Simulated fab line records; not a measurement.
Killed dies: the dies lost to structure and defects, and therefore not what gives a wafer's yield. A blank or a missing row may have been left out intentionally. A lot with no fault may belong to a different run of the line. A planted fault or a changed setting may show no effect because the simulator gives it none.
Problem report, 8D (eight disciplines) form, completed by code    flow n5 finfet    the parts of the form that need people (team, actions taken, sign-off) are left out

## 1. WHAT WENT WRONG
At N5_BEOL_M3_EXPOSE_08, exposure dose mJ cm2 averages 31.78 over 6 wafers from 2 lots, while fault-free wafers read 32.91, standard deviation 0.037. That puts it -30 standard deviations away from the usual mean.
The step: exposes mask M3.
First seen on wafer L952.2, day 12 06:28, on euv scanner-01. The record holds 27 wafers of 9 lots with a number at this step. Rule for "out" (also "out of limits"): further than 4 standard deviations from the usual mean. The other wafers with a number count as sound.

## 2. WHAT IT IS, AND WHAT IT ISN'T
question                     is                      is not
which readings at this step  exposure dose mJ cm2    -
which lots                   L952, L954              L932, L934, L935, L940, L941, L944, L955
which wafers of those lots   all that have a number  -
read on which tools          euv scanner-01          euv scanner-02
when                         from day 12 06:28       up to then (18 sound wafers); but 3 sound wafers of L955 came after

## 3. SUSPECTS, AND WHAT RULES EACH OUT
Counting: any tool at a process step up to the reading is kept as a suspect provided that every lot that is out went through it and no sound lot did after the first of them.
- rtp anneal-02 at N5_BEOL_M2_ANNEAL_51 (time 90 s): kept. Every lot that is out went through it, starting with L952 (day 12 04:59), and after that it ran no sound lot; the last sound lot it ran before then is L944 (day 10 00:05).
- euv scanner-01 at N5_BEOL_M3_EXPOSE_08 (exposes mask M3): kept. Every lot that is out went through it, starting with L952 (day 12 06:28), and after that it ran no sound lot; the last sound lot it ran before then is L944 (day 10 03:14). Out on those wafers are its own readings of exposure dose mJ cm2.
Remaining after the count are rtp anneal-02 at N5_BEOL_M2_ANNEAL_51 and euv scanner-01 at N5_BEOL_M3_EXPOSE_08.

## 4. THE CAUSE (what the simulator had put in)
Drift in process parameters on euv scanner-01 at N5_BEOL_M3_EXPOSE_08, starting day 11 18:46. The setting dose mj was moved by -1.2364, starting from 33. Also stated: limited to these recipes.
After counting, 2 suspects remain, this tool included.

## 5. SEQUENCE OF EFFECTS, ordered by route
One row per reading whose mean, taken over the struck wafers that have a number, lies over 3 standard deviations from the usual. Scope: only readings with a usual standard deviation given in the record; hours: median across lots of the time from each lot's start at the first step in this table that gives one to its start at this step; sigmas: change in usual standard deviations.
hours  step                     reading               usual  on struck wafers  change  sigmas
0      N5_BEOL_M3_EXPOSE_08     exposure dose mJ cm2  32.91  31.78             -1.13   -30
121    N5_PASSIVATION_PROBE_49  killed_at_M0_to_M3    31     64                +33     +3.0
Its process steps:
- N5_BEOL_M3_EXPOSE_08: exposes mask M3.
- N5_PASSIVATION_PROBE_49
Later measuring or inspecting steps at which every struck wafer that the step has a row for has a number for every such reading, and none has moved that far: N5_BEOL_M3_CD_MEAS_11, N5_BEOL_M3_INSPECT_13, N5_BEOL_M4_RC_MEAS_101.

## 6. HOW IT WOULD HAVE BEEN CAUGHT EARLIER
12 hours passed between the start of the fault at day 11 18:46 and the first reading out of limits in this record, taken at day 12 06:28.
